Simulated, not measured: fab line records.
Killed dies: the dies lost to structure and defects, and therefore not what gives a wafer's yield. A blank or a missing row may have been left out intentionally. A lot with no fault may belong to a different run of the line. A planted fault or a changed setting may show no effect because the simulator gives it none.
fab line records	flow nand-harc
record lots=24	wafers=72	last-day=32
route steps=1302 shown P_M2@348 A_SOURCE_PLATE@423 A_ONON_D1@433 A_CHANNEL_HOLE_D1@465 A_CHANNEL_FILL_D1@500
lots that met no fault: from a run of the same line without faults
start-h: hours from the record's first day to the start of the lot's first wafer shown	wait-h: time in hours since the lot's previous step	" repeats the value in the row above	L1.1+2: several wafers, shown together as one row	- no value, or no start given	* or withheld: withheld	< > ~ a bound
route shown NAME@n: NAME is a module with steps in the file, n the number in the route of the first one	usual: mean/standard deviation taken from wafers without a fault	same: alike in all rows	chamber/n: place in a boat	sites: per-site readings	_std_site: how widely they spread, as a standard deviation	_edge_site: inner sites' mean taken away from outer sites' mean	radius-mm: how far each site lies from the wafer's centre	mask NAME#n: copy n	behind: the last tool/chamber to shape the wafer	hold: why the lot went on hold/how many hours it stayed there/how the hold came to an end	device: the transistor (n, p or np) that didn't switch	end of line: the same wafers' tests at the end of the route	a step given without rows: its recipe and nothing more	killed: at the first sort, the dies lost to defects and structure; wafer yield is something else	map: the dies of a wafer, with x for killed, . for not killed, _ for no die there
set.NAME: the setting that was run; set.NAME@STEP: the one run at that earlier step	model.NAME: the simulator's own value behind a step, which no gauge read
route steps across a sampled set of lots; one table per step, one row per wafer
services: the hour from which a tool's chamber was out of use, counted from the record's first day as start-h (under 0 if before that day), plus the number of hours and why
## steps
# step NHARC_P_M2_INSPECT_27
# usual raw-defect-count=290/110
lot.wafer	tool	chamber	start-h	wait-h	raw-defect-count
L074.2	defect-inspect-01	-	138.63	0.0	222
L074.3	"	-	"	"	208
L074.4	"	-	"	"	346
L075.2	defect-inspect-01	-	140.31	0.0	283
L075.5	"	-	"	"	286
L075.6	"	-	"	"	268
L076.2	defect-inspect-01	-	150.19	0.0	453
L076.3	"	-	"	"	247
L076.6	"	-	"	"	235
L077.2	defect-inspect-01	-	166.35	0.0	225
L077.3	"	-	"	"	190
L077.4	"	-	"	"	235
L078.3	defect-inspect-02	-	167.26	0.0	271
L078.4	"	-	"	"	160
L078.6	"	-	"	"	150
L079.1	defect-inspect-02	-	177.96	0.0	316
L079.3	"	-	"	"	214
L079.6	"	-	"	"	325
L080.2	defect-inspect-02	-	195.27	0.0	499
L080.3	"	-	"	"	649
L080.5	"	-	"	"	411
L081.1	defect-inspect-01	-	201.78	0.0	184
L081.3	"	-	"	"	374
L081.5	"	-	"	"	240
L082.2	defect-inspect-02	-	211.91	0.0	390
L082.4	"	-	"	"	367
L082.5	"	-	"	"	294
L084.1	defect-inspect-02	-	228.48	0.0	326
L084.3	"	-	"	"	229
L084.4	"	-	"	"	302
L083.1	defect-inspect-02	-	229.47	0.0	245
L083.3	"	-	"	"	250
L083.4	"	-	"	"	223
L085.3	defect-inspect-01	-	245.85	0.0	153
L085.5	"	-	"	"	172
L085.6	"	-	"	"	178
L086.1	defect-inspect-02	-	250.81	0.0	414
L086.4	"	-	"	"	306
L086.6	"	-	"	"	287
L087.1	defect-inspect-01	-	257.20	0.0	374
L087.4	"	-	"	"	419
L087.6	"	-	"	"	289
L088.1	defect-inspect-02	-	274.83	0.0	310
L088.4	"	-	"	"	407
L088.6	"	-	"	"	221
L089.4	defect-inspect-02	-	280.85	0.0	156
L089.5	"	-	"	"	244
L089.6	"	-	"	"	360
L090.3	defect-inspect-01	-	295.85	0.0	144
L090.4	"	-	"	"	148
L090.5	"	-	"	"	307
L091.3	defect-inspect-01	-	310.02	0.0	136
L091.4	"	-	"	"	89
L091.5	"	-	"	"	136
L092.1	defect-inspect-02	-	321.95	0.0	210
L092.3	"	-	"	"	163
L092.5	"	-	"	"	268
L093.2	defect-inspect-01	-	327.60	0.0	264
L093.3	"	-	"	"	308
L093.6	"	-	"	"	275
L094.1	defect-inspect-01	-	331.47	0.0	358
L094.3	"	-	"	"	379
L094.4	"	-	"	"	322
L096.3	defect-inspect-02	-	344.24	0.0	206
L096.5	"	-	"	"	363
L096.6	"	-	"	"	313
L095.2	defect-inspect-02	-	345.07	0.0	621
L095.3	"	-	"	"	370
L095.5	"	-	"	"	440
L097.1	defect-inspect-01	-	361.49	0.0	362
L097.3	"	-	"	"	298
L097.4	"	-	"	"	306
# step NHARC_A_SOURCE_PLATE_INSPECT_08
# usual raw-defect-count=63/26
lot.wafer	tool	chamber	start-h	wait-h	raw-defect-count
L075.2	defect-inspect-02	-	166.62	0.0	48
L075.5	"	-	"	"	74
L075.6	"	-	"	"	56
L074.2	defect-inspect-01	-	166.62	0.0	47
L074.3	"	-	"	"	50
L074.4	"	-	"	"	51
L076.2	defect-inspect-02	-	178.10	0.0	36
L076.3	"	-	"	"	31
L076.6	"	-	"	"	64
L077.2	defect-inspect-02	-	196.07	0.0	33
L077.3	"	-	"	"	37
L077.4	"	-	"	"	33
L078.3	defect-inspect-01	-	196.12	0.0	101
L078.4	"	-	"	"	86
L078.6	"	-	"	"	62
L079.1	defect-inspect-01	-	208.70	0.0	79
L079.3	"	-	"	"	74
L079.6	"	-	"	"	86
L081.1	defect-inspect-02	-	229.55	0.0	85
L081.3	"	-	"	"	75
L081.5	"	-	"	"	50
L080.2	defect-inspect-01	-	229.55	0.0	41
L080.3	"	-	"	"	40
L080.5	"	-	"	"	63
L082.2	defect-inspect-01	-	238.70	0.0	81
L082.4	"	-	"	"	160
L082.5	"	-	"	"	88
L083.1	defect-inspect-02	-	255.59	0.0	61
L083.3	"	-	"	"	42
L083.4	"	-	"	"	38
L084.1	defect-inspect-01	-	255.59	0.0	45
L084.3	"	-	"	"	116
L084.4	"	-	"	"	144
L085.3	defect-inspect-02	-	272.77	0.0	60
L085.5	"	-	"	"	58
L085.6	"	-	"	"	73
L086.1	defect-inspect-02	-	277.36	0.0	67
L086.4	"	-	"	"	71
L086.6	"	-	"	"	61
L087.1	defect-inspect-02	-	286.61	0.0	53
L087.4	"	-	"	"	40
L087.6	"	-	"	"	29
L088.1	defect-inspect-02	-	303.75	0.0	106
L088.4	"	-	"	"	58
L088.6	"	-	"	"	98
L089.4	defect-inspect-01	-	308.62	0.0	45
L089.5	"	-	"	"	34
L089.6	"	-	"	"	32
L090.3	defect-inspect-01	-	324.84	0.0	68
L090.4	"	-	"	"	61
L090.5	"	-	"	"	84
L091.3	defect-inspect-01	-	340.05	0.0	58
L091.4	"	-	"	"	75
L091.5	"	-	"	"	54
L092.1	defect-inspect-02	-	349.62	0.0	73
L092.3	"	-	"	"	86
L092.5	"	-	"	"	94
L093.2	defect-inspect-02	-	355.28	0.0	72
L093.3	"	-	"	"	78
L093.6	"	-	"	"	84
L094.1	defect-inspect-02	-	359.91	0.0	49
L094.3	"	-	"	"	68
L094.4	"	-	"	"	76
L095.2	defect-inspect-01	-	371.69	0.0	51
L095.3	"	-	"	"	35
L095.5	"	-	"	"	39
L096.3	defect-inspect-02	-	371.69	0.0	97
L096.5	"	-	"	"	60
L096.6	"	-	"	"	74
L097.1	defect-inspect-02	-	389.04	0.0	40
L097.3	"	-	"	"	28
L097.4	"	-	"	"	32
# step NHARC_A_ONON_D1_THK_MEAS_14
# recipe thk-meas-gauge=ellipsometry
# usual thk-nm=998/14
lot.wafer	tool	chamber	start-h	wait-h	thk-nm
L075.2	film-metro-01	-	169.47	-	998
L075.5	"	-	"	"	999
L075.6	"	-	"	"	1000
L074.2	film-metro-02	-	169.64	-	1001
L074.3	"	-	"	"	1005
L074.4	"	-	"	"	1004
L076.2	film-metro-01	-	180.94	-	1010
L076.3	"	-	"	"	1013
L076.6	"	-	"	"	1012
L077.2	film-metro-02	-	198.92	-	1016
L077.3	"	-	"	"	1015
L077.4	"	-	"	"	1017
L078.3	film-metro-02	-	198.95	-	987
L078.4	"	-	"	"	989
L078.6	"	-	"	"	988
L079.1	film-metro-02	-	211.55	-	973
L079.3	"	-	"	"	973
L079.6	"	-	"	"	972
L080.2	film-metro-02	-	232.39	-	987
L080.3	"	-	"	"	984
L080.5	"	-	"	"	985
L081.1	film-metro-01	-	232.40	-	997
L081.3	"	-	"	"	997
L081.5	"	-	"	"	998
L082.2	film-metro-02	-	241.57	-	1016
L082.4	"	-	"	"	1016
L082.5	"	-	"	"	1016
L083.1	film-metro-02	-	258.43	-	1000
L083.3	"	-	"	"	1000
L083.4	"	-	"	"	999
L084.1	film-metro-02	-	258.50	-	1022
L084.3	"	-	"	"	1021
L084.4	"	-	"	"	1020
L085.3	film-metro-02	-	275.61	-	1006
L085.5	"	-	"	"	1004
L085.6	"	-	"	"	1003
L086.1	film-metro-01	-	280.32	-	971
L086.4	"	-	"	"	968
L086.6	"	-	"	"	969
L087.1	film-metro-02	-	289.48	-	982
L087.4	"	-	"	"	981
L087.6	"	-	"	"	981
L088.1	film-metro-02	-	306.60	-	993
L088.4	"	-	"	"	991
L088.6	"	-	"	"	992
L089.4	film-metro-02	-	311.47	-	1013
L089.5	"	-	"	"	1012
L089.6	"	-	"	"	1014
L090.3	film-metro-02	-	327.67	-	1005
L090.4	"	-	"	"	1005
L090.5	"	-	"	"	1003
L091.3	film-metro-02	-	342.89	-	1012
L091.4	"	-	"	"	1014
L091.5	"	-	"	"	1015
L092.1	film-metro-01	-	352.46	-	983
L092.3	"	-	"	"	983
L092.5	"	-	"	"	982
L093.2	film-metro-01	-	358.12	-	998
L093.3	"	-	"	"	997
L093.6	"	-	"	"	995
L094.1	film-metro-02	-	362.74	-	1006
L094.3	"	-	"	"	1006
L094.4	"	-	"	"	1007
L095.2	film-metro-01	-	374.62	-	991
L095.3	"	-	"	"	991
L095.5	"	-	"	"	992
L096.3	film-metro-01	-	374.83	-	1011
L096.5	"	-	"	"	1010
L096.6	"	-	"	"	1010
L097.1	film-metro-01	-	391.89	-	982
L097.3	"	-	"	"	981
L097.4	"	-	"	"	980
# step NHARC_A_ONON_D1_THK_MEAS_30
# recipe thk-meas-gauge=ellipsometry
# usual thk-nm=1000/8.6
lot.wafer	tool	chamber	start-h	wait-h	thk-nm
L074.2	film-metro-02	-	180.15	-	1011
L074.3	"	-	"	"	1010
L074.4	"	-	"	"	1010
L075.2	film-metro-01	-	180.17	-	990
L075.5	"	-	"	"	990
L075.6	"	-	"	"	987
L076.2	film-metro-01	-	191.06	-	997
L076.3	"	-	"	"	997
L076.6	"	-	"	"	998
L077.2	film-metro-01	-	208.94	-	1004
L077.3	"	-	"	"	1004
L077.4	"	-	"	"	1004
L078.3	film-metro-01	-	208.96	-	989
L078.4	"	-	"	"	990
L078.6	"	-	"	"	989
L079.1	film-metro-01	-	222.93	-	1010
L079.3	"	-	"	"	1010
L079.6	"	-	"	"	1012
L081.1	film-metro-02	-	243.21	-	1000
L081.3	"	-	"	"	999
L081.5	"	-	"	"	1001
L080.2	film-metro-01	-	243.22	-	1016
L080.3	"	-	"	"	1013
L080.5	"	-	"	"	1013
L082.2	film-metro-01	-	251.64	-	1001
L082.4	"	-	"	"	1001
L082.5	"	-	"	"	1001
L084.1	film-metro-01	-	268.46	-	1012
L084.3	"	-	"	"	1011
L084.4	"	-	"	"	1010
L083.1	film-metro-02	-	268.46	-	1007
L083.3	"	-	"	"	1008
L083.4	"	-	"	"	1008
L085.3	film-metro-02	-	285.45	-	992
L085.5	"	-	"	"	994
L085.6	"	-	"	"	995
L086.1	film-metro-01	-	292.70	-	1009
L086.4	"	-	"	"	1011
L086.6	"	-	"	"	1011
L087.1	film-metro-02	-	300.56	-	996
L087.4	"	-	"	"	995
L087.6	"	-	"	"	994
L088.1	film-metro-01	-	317.65	-	1008
L088.4	"	-	"	"	1009
L088.6	"	-	"	"	1010
L089.4	film-metro-02	-	324.57	-	994
L089.5	"	-	"	"	995
L089.6	"	-	"	"	994
L090.3	film-metro-01	-	337.71	-	1002
L090.4	"	-	"	"	1003
L090.5	"	-	"	"	1001
L091.3	film-metro-01	-	359.27	-	990
L091.4	"	-	"	"	989
L091.5	"	-	"	"	989
L092.1	film-metro-02	-	359.37	-	984
L092.3	"	-	"	"	984
L092.5	"	-	"	"	984
L093.2	film-metro-02	-	368.30	-	1001
L093.3	"	-	"	"	1002
L093.6	"	-	"	"	1002
L094.1	film-metro-01	-	374.97	-	1002
L094.3	"	-	"	"	1000
L094.4	"	-	"	"	1000
L095.2	film-metro-01	-	384.61	-	992
L095.3	"	-	"	"	994
L095.5	"	-	"	"	991
L096.3	film-metro-01	-	384.64	-	1007
L096.5	"	-	"	"	1007
L096.6	"	-	"	"	1007
L097.1	film-metro-01	-	401.95	-	990
L097.3	"	-	"	"	990
L097.4	"	-	"	"	990
# step NHARC_A_CHANNEL_HOLE_D1_DESCUM_15
# recipe time-s=3	o2-flow-sccm=200	ar-flow-sccm=0	bias-power-w=0	chemistry=O2
# usual drypump-motor-current-A=5.8/0.34	oes-product-au=1.006/0.012	rf-vpp-V=57.5/0.83	showerhead-plenum-p-Torr=1.84/0.066	throttle-valve-pct=11.312/0.0093
lot.wafer	tool	chamber	start-h	wait-h	drypump-motor-current-A	oes-product-au	rf-hours-counter-h	rf-vpp-V	showerhead-plenum-p-Torr	throttle-valve-pct
L074.2	rie-diel-10	3	183.47	0.1	5.4	1.031	9	57.4	1.80	11.322
L074.3	"	0	"	"	5.8	1.000	9	57.7	1.85	11.316
L074.4	"	1	"	"	6.4	1.008	9	57.2	1.86	11.309
L075.2	rie-diel-01	3	183.65	0.1	5.7	0.995	54	56.2	1.91	11.316
L075.5	"	1	"	"	5.3	0.971	-	57.4	1.78	11.299
L075.6	"	2	"	"	6.7	0.982	-	58.8	2.06	11.319
L076.3	rie-diel-10	1	197.35	0.1	6.4	1.025	10	58.5	1.86	11.299
L076.2	"	2	"	"	5.9	1.012	10	57.8	1.82	11.326
L076.6	"	0	"	"	5.8	1.014	-	57.9	1.85	11.311
L078.3	rie-diel-10	3	214.00	0.1	5.4	1.034	11	55.2	1.80	11.301
L078.4	"	3	"	"	5.4	1.024	-	57.2	1.80	11.314
L078.6	"	0	"	"	5.8	1.007	-	57.2	1.84	11.327
L077.2	rie-diel-10	2	215.81	0.1	5.9	1.020	13	57.4	1.82	11.330
L077.3	"	3	"	"	5.4	1.023	12	57.4	1.80	11.293
L077.4	"	0	"	"	5.8	0.994	-	57.5	1.84	11.295
L079.1	rie-diel-10	3	227.04	0.1	5.4	1.026	13	56.3	1.80	11.323
L079.3	"	1	"	"	6.4	1.039	12	57.3	1.86	11.313
L079.6	"	3	"	"	5.4	1.022	-	57.5	1.80	11.291
L081.3	rie-diel-06	1	247.66	0.1	6.0	0.996	36	57.9	1.79	11.310
L081.1	"	2	"	"	5.5	1.003	28	57.9	1.90	11.299
L081.5	"	3	"	"	5.7	1.001	-	57.4	1.80	11.316
L080.3	rie-diel-06	2	249.29	0.1	5.5	0.999	29	57.2	1.90	11.301
L080.2	"	3	"	"	5.7	1.001	34	56.9	1.80	11.292
L080.5	"	1	"	"	6.0	1.004	-	56.2	1.79	11.303
L082.4	rie-diel-10	2	260.42	0.1	5.9	1.006	0	58.7	1.82	11.307
L082.2	"	1	"	"	6.4	0.997	0	58.1	1.86	11.315
L082.5	"	2	"	"	5.9	0.993	-	57.4	1.82	11.304
L084.4	rie-diel-10	3	272.84	0.1	5.4	1.007	1	57.8	1.80	11.318
L084.1	"	1	"	"	6.4	1.007	3	58.3	1.86	11.310
L084.3	"	2	"	"	5.9	1.004	2	58.8	1.82	11.320
L083.1	rie-diel-06	3	274.63	0.1	5.7	1.005	44	56.7	1.79	11.324
L083.3	"	0	"	"	5.7	0.990	43	56.4	1.80	11.316
L083.4	"	1	"	"	6.0	1.010	45	57.6	1.79	11.324
L085.3	rie-diel-10	2	289.43	0.1	5.9	1.012	4	58.1	1.82	11.320
L085.6	"	2	"	"	5.8	1.003	-	57.6	1.82	11.315
L085.5	"	3	"	"	5.4	1.014	-	57.8	1.80	11.318
L086.4	rie-diel-06	2	296.13	0.1	5.5	1.022	45	56.9	1.90	11.313
L086.1	"	3	"	"	5.7	1.005	48	57.5	1.79	11.327
L086.6	"	2	"	"	5.5	1.024	-	57.9	1.90	11.303
L087.1	rie-diel-10	3	303.99	0.1	5.4	1.005	4	57.7	1.80	11.317
L087.4	"	1	"	"	6.4	1.004	6	57.5	1.85	11.320
L087.6	"	3	"	"	5.4	1.003	-	57.2	1.80	11.311
L088.1	rie-diel-01	0	321.71	0.1	5.8	1.013	31	58.2	1.99	11.303
L088.4	"	2	"	"	6.7	0.999	34	58.7	2.05	11.310
L088.6	"	0	"	"	5.8	1.015	-	57.8	1.99	11.311
L089.4	rie-diel-06	3	327.92	0.1	5.8	1.012	2	58.3	1.79	11.323
L089.5	"	3	"	"	5.7	1.014	-	56.3	1.79	11.317
L089.6	"	0	"	"	5.8	1.013	-	56.9	1.80	11.301
L090.3	rie-diel-10	3	341.15	0.1	5.4	1.012	7	58.2	1.80	11.319
L090.4	"	0	"	"	5.8	1.004	7	57.4	1.84	11.313
L090.5	"	0	"	"	5.8	1.003	-	57.0	1.84	11.328
L091.3	rie-diel-10	2	362.71	0.1	5.9	1.001	10	56.2	1.81	11.318
L091.4	"	3	"	"	5.4	1.007	9	57.9	1.80	11.303
L091.5	"	1	"	"	6.4	1.005	-	57.4	1.85	11.315
L092.1	rie-diel-10	0	363.57	0.3	5.8	0.993	9	57.4	1.84	11.319
L092.3	"	1	"	"	6.4	1.009	11	58.6	1.85	11.327
L092.5	"	0	"	"	5.8	0.995	-	56.0	1.84	11.316
L093.2	rie-diel-06	1	376.39	0.1	6.0	1.018	17	57.5	1.78	11.318
L093.3	"	2	"	"	5.6	0.988	18	57.0	1.89	11.307
L093.6	"	1	"	"	6.0	1.016	-	56.9	1.78	11.303
L094.3	rie-diel-10	0	385.68	0.1	5.8	0.994	10	57.3	1.84	11.313
L094.1	"	1	"	"	6.4	1.011	12	57.8	1.85	11.309
L094.4	"	2	"	"	5.9	0.989	12	57.3	1.81	11.318
L095.3	rie-diel-10	0	396.85	0.1	5.8	0.994	12	58.3	1.84	11.296
L095.2	"	1	"	"	6.4	1.016	13	58.4	1.85	11.307
L095.5	"	0	"	"	5.8	0.991	-	57.0	1.84	11.287
L096.3	rie-diel-01	0	397.04	0.1	5.8	1.013	2	57.5	1.99	11.330
L096.6	"	1	"	"	5.2	0.993	-	59.4	2.08	11.305
L096.5	"	2	"	"	6.7	1.012	-	59.2	2.04	11.318
L097.1	rie-diel-06	0	405.22	0.1	5.7	1.000	30	56.4	1.79	11.289
L097.3	"	1	"	"	6.0	1.012	29	57.1	1.77	11.301
L097.4	"	2	"	"	5.5	1.008	29	59.2	1.89	11.315
# step NHARC_A_CHANNEL_FILL_D1_ETCHBACK_20
# recipe target-depth-a=270	time-s=13.5	c4f8-flow-sccm=withheld	o2-flow-sccm=8	ar-flow-sccm=withheld	rf-w=600	bias-w=1500	chemistry=C4F8/O2/Ar
# usual oes-product-au=0.96/0.037	rf-vpp-V=979/6
lot.wafer	tool	chamber	start-h	wait-h	oes-product-au	rf-hours-counter-h	rf-vpp-V
L074.2	rie-diel-07	3	214.77	-	0.98	5.5	984
L074.3	"	0	"	"	0.98	5.3	977
L074.4	"	0	"	"	0.99	-	979
L075.2	rie-diel-13	3	214.83	-	1.02	2.0	977
L075.6	"	0	"	"	1.01	-	970
L075.5	"	1	"	"	0.98	-	984
L076.2	rie-diel-07	0	230.27	-	0.91	6.8	977
L076.3	"	1	"	"	0.95	6.5	981
L076.6	"	3	"	"	0.91	-	983
L077.4	rie-diel-07	3	249.42	-	0.90	7.6	983
L077.2	"	1	"	"	0.93	6.9	983
L077.3	"	2	"	"	0.91	6.0	971
L078.3	rie-diel-13	3	249.43	-	0.94	4.0	976
L078.4	"	0	"	"	0.95	3.3	970
L078.6	"	3	"	"	0.94	-	976
L079.1	rie-diel-07	0	261.87	-	0.92	8.0	978
L079.3	"	2	"	"	0.92	6.4	972
L079.6	"	0	"	"	0.92	-	977
L081.3	rie-diel-13	0	281.99	-	0.94	5.1	971
L081.1	"	2	"	"	0.93	5.1	988
L081.5	"	1	"	"	0.90	-	985
L080.2	rie-diel-07	1	282.01	-	0.93	8.0	982
L080.3	"	2	"	"	0.92	7.2	973
L080.5	"	3	"	"	0.91	-	984
L082.2	rie-diel-07	2	292.35	-	0.98	8.4	973
L082.4	"	2	"	"	1.00	-	972
L082.5	"	1	"	"	0.94	-	982
L084.3	rie-diel-07	1	304.28	-	0.99	0	983
L084.1	"	2	"	"	1.00	0	973
L084.4	"	3	"	"	0.99	0	984
L083.3	rie-diel-13	3	304.28	-	0.94	6.3	976
L083.4	"	0	"	"	0.93	6.2	969
L083.1	"	1	"	"	0.92	5.7	983
L085.3	rie-diel-07	3	320.82	-	0.99	0.8	984
L085.6	"	0	"	"	0.99	-	978
L085.5	"	1	"	"	1.00	-	981
L086.1	rie-diel-13	1	332.04	-	0.91	6.5	986
L086.6	"	0	"	"	1.00	-	969
L086.4	"	2	"	"	0.98	-	987
L087.1	rie-diel-13	0	335.34	-	1.01	8.6	969
L087.6	"	1	"	"	0.97	-	986
L087.4	"	2	"	"	0.99	-	988
L088.1	rie-diel-07	2	357.25	-	0.97	2.5	973
L088.4	"	3	"	"	0.96	2.7	984
L088.6	"	2	"	"	0.98	-	973
L089.4	rie-diel-07	3	363.74	-	0.96	2.7	982
L089.5	"	1	"	"	0.98	-	982
L089.6	"	2	"	"	0.98	-	973
L090.4	rie-diel-07	2	372.66	-	1.00	3.1	972
L090.3	"	3	"	"	1.00	3.3	983
L090.5	"	1	"	"	1.02	-	980
L092.1	rie-diel-13	0	393.91	-	1.01	1.8	970
L092.3	"	1	"	"	0.97	2.0	986
L092.5	"	0	"	"	1.02	-	969
L091.3	rie-diel-07	0	393.92	-	0.99	4.0	977
L091.4	"	2	"	"	0.98	3.6	973
L091.5	"	3	"	"	0.99	-	985
L093.2	rie-diel-07	2	411.82	-	0.93	5.0	972
L093.3	"	3	"	"	0.92	5.4	984
L093.6	"	3	"	"	0.92	-	984
L096.3	rie-diel-03	1	425.46	-	0.92	9.1	981
L096.5	"	2	"	"	0.93	-	972
L096.6	"	3	"	"	0.93	-	973
L095.2	rie-diel-13	3	425.46	-	0.99	2.9	976
L095.3	"	2	"	"	0.98	2.7	986
L095.5	"	3	"	"	0.99	-	976
L094.4	rie-diel-13	0	425.51	-	0.98	3.1	969
L094.1	"	2	"	"	0.97	2.7	987
L094.3	"	3	"	"	0.99	3.0	977
L097.1	rie-diel-13	2	436.83	-	0.92	3.5	987
L097.4	"	3	"	"	0.94	3.4	976
L097.3	"	0	"	"	0.94	3.6	968
## services
tool	chamber	start-h	hours	kind
rie-diel-13	-	165.02	9.0	pm
rie-diel-06	2	188.32	14.7	repair
rie-diel-07	2	193.80	30.6	repair
rie-diel-06	-	198.52	1.4	repair
rie-diel-13	-	202.91	3.7	repair
rie-diel-06	0	205.93	4.1	repair
rie-diel-10	1	210.27	10.1	repair
rie-diel-07	1	223.24	3.7	repair
rie-diel-10	-	242.50	9.0	pm
rie-diel-10	3	264.24	5.9	repair
rie-diel-07	0	271.91	10.5	repair
rie-diel-10	0	275.42	4.9	repair
rie-diel-06	0	286.41	2.5	repair
rie-diel-07	0	286.71	9.7	repair
rie-diel-10	-	292.27	0.9	repair
rie-diel-07	-	294.20	9.0	pm
rie-diel-13	-	307.00	3.0	repair
rie-diel-06	-	307.20	9.0	pm
rie-diel-13	1	318.56	13.0	repair
rie-diel-13	3	330.22	12.1	repair
rie-diel-13	-	342.02	9.0	pm
rie-diel-07	1	407.14	6.4	repair
rie-diel-10	-	419.65	9.0	pm
rie-diel-07	1	429.36	5.2	repair
## key
fault none
